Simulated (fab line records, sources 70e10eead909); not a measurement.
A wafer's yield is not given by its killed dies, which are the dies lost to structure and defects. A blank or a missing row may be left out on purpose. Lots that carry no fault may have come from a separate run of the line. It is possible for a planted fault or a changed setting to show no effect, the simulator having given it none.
Matching of chambers || flow nand_harc || NHARC_P_BONDPAD_ACTIVATE_29 on rie_diel-08 has 4 sister chambers
The step chemistry N2, time 60 s. 4 wafers are shown with their chamber, then 11 later ones without.

== WAFERS WITH THEIR CHAMBER ==
{"wafer": "L076.5", "chamber": 3, "drypump_motor_current_A (A)": 5.6}
{"wafer": "L085.5", "chamber": 1, "drypump_motor_current_A (A)": 5.0}
{"wafer": "L087.2", "chamber": 2, "drypump_motor_current_A (A)": 5.5}
{"wafer": "L089.2", "chamber": 0, "drypump_motor_current_A (A)": 5.6}

== WAFERS MISSING THEIR CHAMBER ==
{"wafer": "L089.4", "drypump_motor_current_A (A)": 5.7}
{"wafer": "L089.6", "drypump_motor_current_A (A)": 5.6}
{"wafer": "L091.1", "drypump_motor_current_A (A)": 5.0}
{"wafer": "L091.2", "drypump_motor_current_A (A)": 5.6}
{"wafer": "L091.5", "drypump_motor_current_A (A)": 5.6}
{"wafer": "L093.1", "drypump_motor_current_A (A)": 5.5}
{"wafer": "L093.3", "drypump_motor_current_A (A)": 5.6}
{"wafer": "L093.6", "drypump_motor_current_A (A)": 5.5}
{"wafer": "L096.2", "drypump_motor_current_A (A)": 5.5}
{"wafer": "L096.4", "drypump_motor_current_A (A)": 5.6}
{"wafer": "L096.6", "drypump_motor_current_A (A)": 5.6}

== WHICH CHAMBER EACH ONE RAN IN ==
{"wafer": "L089.4", "from the rows above": "can't be placed: 0 or 3", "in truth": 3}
{"wafer": "L089.6", "from the rows above": "can't be placed: 0 or 3", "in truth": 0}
{"wafer": "L091.1", "from the rows above": 1, "in truth": 1}
{"wafer": "L091.2", "from the rows above": "can't be placed: 0 or 3", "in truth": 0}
{"wafer": "L091.5", "from the rows above": "can't be placed: 0 or 3", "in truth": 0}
{"wafer": "L093.1", "from the rows above": 2, "in truth": 2}
{"wafer": "L093.3", "from the rows above": "can't be placed: 0 or 3", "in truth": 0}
{"wafer": "L093.6", "from the rows above": 2, "in truth": 2}
{"wafer": "L096.2", "from the rows above": 2, "in truth": 2}
{"wafer": "L096.4", "from the rows above": "can't be placed: 0 or 3", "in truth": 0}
{"wafer": "L096.6", "from the rows above": "can't be placed: 0 or 3", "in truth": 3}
4 of 11 placed correctly. Cannot be placed on the basis of these rows: 7; the candidates contain the true chamber in 7. Wrongly placed: 0.
How it was worked out, from the rows above alone: a wafer's distance from a chamber is the root of the sum, over the readings, of the square of ((its reading less the chamber's mean) divided by the reading's scatter). If the next closest chamber is less than 2 further off than the closest, the wafer can't be placed; otherwise it belongs to the closest. For every chamber, the mean is computed from those of its wafers that are shown. The scatter (one wafer shown for each chamber): square how far every hidden wafer sits from the nearest shown wafer, average those squares and take the square root.
